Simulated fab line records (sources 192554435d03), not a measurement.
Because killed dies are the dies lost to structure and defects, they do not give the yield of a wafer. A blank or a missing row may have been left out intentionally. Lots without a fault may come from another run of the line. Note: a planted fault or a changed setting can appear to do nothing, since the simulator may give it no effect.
A struck lot beside a sound one	flow n5_finfet	36 steps out of a route of 1938
Sound: these wafers, L515.1, L515.5, L515.6. Wafers struck: L506.2, L506.4, L506.5. The cause is given at the end.
At each step with rows: each side's tool, then ch and its chambers, then its first start. Under that, the readings that differ: sound wafers	struck wafers	difference of the means	sigmas: that difference in standard deviations of wafers without a fault.
alike: readings with means less than 2 such deviations apart, plus words and numbers identical on both sides. not compared: withheld readings, readings lacking a value on some wafer, bounds such as >300 that could conceal the same value, and numbers that have no deviation in the record and whose values overlap.
A row with sigmas, a row that says differs or no value, or rows on one side alone: a step with any of these is where the two part. Numbers that have no deviation but don't overlap get no sigmas and don't part them. A reading that every wafer of one side lacks parts them only if that side has two wafers or more.

first, 9 steps without rows for these wafers: N5_BEOL_M4_ANNEAL_95 (time 240 s); N5_BEOL_M4_SPUTTER_96 (material Cu, target thk 4.5 nm, time 8.29 s); N5_BEOL_M4_ECD_50 (material Cu, target thk 300 nm); N5_BEOL_M4_ANNEAL_51 (time 90 s); N5_BEOL_M4_CMP_52 (polishes, stops on SiOC, t overpolish 6.8 s, target thk 40 nm); N5_BEOL_M4_PRE_CLEAN_60 (time 15 s); N5_BEOL_M4_CO_CAP_55 (material Co, precursor CCTBA/H2, target thk 2 nm, time 102.1 s); N5_BEOL_M4_PRE_CLEAN_56 (time 15 s); N5_BEOL_M4_DEP_57 (deposits SiCN from 3MS/NH3, target thk 8 nm, time 14 s).
N5_BEOL_M4_RC_MEAS_101:
  sound on prober-01 ch 0, day 14 05:52; struck on prober-02 ch 0, day 11 19:14
reading	sound	struck	difference	sigmas
DIBL_P (mV/V)	36.4 36.9 32.7	41.3 39.6 42.5	+5.8	+3
  alike: DIBL_N, IOFF_N, IOFF_P, ION_N, ION_P, SS_N, SS_P, VT_N, VT_P
then, 24 steps without rows for these wafers: N5_BEOL_M5_ILD_DEP_00 (deposits SiCOH lowk from DEMS/porogen, target thk 140.64 nm, time 25.9 s); N5_BEOL_M5_CURE_79 (cures SiCOH lowk, time 240 s); N5_BEOL_M5_PECVD_70 (deposits SiO2 from TEOS/O2, target thk 16 nm, time 18 s); N5_BEOL_M5_HM_DEP_02 (deposits TiN, target thk 20 nm); N5_BEOL_M5_COAT_59 (time 60 s, resist thk 60 nm); N5_BEOL_M5_COAT_60 (time 60 s, resist thk 12 nm); N5_BEOL_M5_COAT_71 (time 60 s, resist thk 5 nm); N5_BEOL_M5_COAT_05 (resist thk 30 nm); N5_BEOL_M5_EBR_07; N5_BEOL_M5_SOFTBAKE_06 (time 60 s); N5_BEOL_M5_EXPOSE_08 (exposes mask M5, target cd 28 nm); N5_BEOL_M5_PEB_09 (peb time 60 s); N5_BEOL_M5_DEVELOP_10 (develop time 30 s); N5_BEOL_M5_DESCUM_16 (chemistry O2, time 7 s); N5_BEOL_M5_ETCH_72 (etches underlayer in N2/H2, target depth 6.5 nm, time 5.2 s); N5_BEOL_M5_ETCH_61 (etches SiARC in CF4, target depth 15.6 nm, time 26 s); N5_BEOL_M5_ETCH_62 (etches SOC in N2/H2, target depth 75 nm, overetch 15 nm, time 112.5 s); N5_BEOL_M5_STRIP_63 (strips in N2/H2); N5_BEOL_M5_STRIP_73 (strips in N2/H2); N5_BEOL_M5_STRIP_64 (strips in CF4); N5_BEOL_M5_HM_OPEN_17 (chemistry Cl2/BCl3, target TiN, target depth 20 nm, overetch 6 nm); N5_BEOL_M5_STRIP_19 (strips in O2); N5_BEOL_M5_COAT_65 (time 60 s, resist thk 60 nm); N5_BEOL_M5_COAT_66 (time 60 s, resist thk 12 nm).
-- the record jumps here: 3 days lie between the struck wafers' starts before and after (it left off in module BEOL_M5 and takes up again in module BEOL_M13, whose first step shown is number 1699 of the route) --
N5_BEOL_M13_STRIP_37: strips in N2/H2.
  sound on plasma_asher-02 ch 0,1, day 17 12:14; struck on plasma_asher-02 ch 0,1, day 14 17:59
  no value came back on the struck wafers for drypump_motor_current_A (A), h2_flow_sccm (sccm), heater_power_w (W), oes_product_au (a.u.); on the sound wafers drypump_motor_current_A (A) reads 5.2 5.2 6.3
  not compared: rf_hours_counter_h
N5_PASSIVATION_PROBE_49:
  sound on prober-02 at day 18 20:28; struck on prober-02 at day 16 00:32
reading	sound	struck	difference	sigmas
defect_limited_yield (%)	91.4 90.1 90.7	0 0 0	-91	-60
killed_at_M0_to_M3	26 26 39	51 71 41	+24	+2
killed_at_M4_up	21 12 12	1067 1051 1085	+1053	+99 or more
killed_at_other	4 5 12	1 2 3	-5	-2
killed_dies	101 117 110	1180 1180 1180	+1071	+59
killed_on_rim	14 17 16	152 152 152	+136	+38
sort_bin_5_function (%)	5.4 6.4 5.8	96.1 94.5 96.2	+89.7	+99
sort_n_pass	1079 1063 1070	0 0 0	-1071	-59
sort_yield_pct (%)	91.4 90.1 90.7	0 0 0	-91	-60
  alike: killed_at_contacts, killed_at_front_end, killed_open, killed_short, sort_bin_6_memory

## WHERE THEY PART
Earliest at N5_BEOL_M4_RC_MEAS_101; latest, in this record, at N5_PASSIVATION_PROBE_49.

WHY: whatever the simulator had introduced
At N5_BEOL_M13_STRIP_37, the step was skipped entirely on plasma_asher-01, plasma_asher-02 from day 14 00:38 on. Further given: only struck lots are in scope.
